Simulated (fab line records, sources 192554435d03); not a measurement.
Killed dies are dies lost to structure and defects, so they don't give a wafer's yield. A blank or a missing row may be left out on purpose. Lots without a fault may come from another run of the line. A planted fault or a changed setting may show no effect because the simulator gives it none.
Chamber matching | flow n5_finfet | N5_BEOL_M3_ALD_84 on ald_metal-01: 4 sister chambers
The step deposits TaN, pulse time 2 s, purge time 3 s, co reactant purge time 2 s. 8 wafers are shown with their chamber, then 8 later ones without.

WAFERS WITH THEIR CHAMBER
wafer  | chamber | heater_power_w (W)
L075.5 | 1       | 381
L075.6 | 2       | 411
L080.1 | 2       | 405
L081.6 | 3       | 397
L085.2 | 0       | 462
L085.4 | 3       | 394
L085.5 | 0       | 461
L088.1 | 1       | 383

WAFERS WITHOUT THEIR CHAMBER
wafer  | heater_power_w (W)
L088.3 | 406
L088.5 | 420
L094.1 | 408
L094.2 | 372
L094.4 | 456
L096.1 | 420
L096.3 | 447
L096.5 | 408

WHICH CHAMBER EACH WENT THROUGH
wafer  | from the rows above | in truth
L088.3 | 2                   | 2
L088.5 | 2                   | 2
L094.1 | 2                   | 2
L094.2 | 1                   | 1
L094.4 | 0                   | 0
L096.1 | 2                   | 2
L096.3 | 0                   | 0
L096.5 | 2                   | 2
Placed correctly: 8 of 8. Can't be placed from these rows: 0. Placed wrongly: 0.
How it was worked out, from the rows above alone: a wafer's distance from a chamber is the root of the sum, over the readings, of the square of ((its reading less the chamber's mean) divided by the reading's scatter). The wafer belongs to the nearest chamber; if the next one is less than 2 further off, it can't be placed. A chamber's mean is the mean of its shown wafers. The scatter: the root of (the sum of the squares of (reading less its chamber's mean) over the shown wafers, divided by (wafers less chambers)).
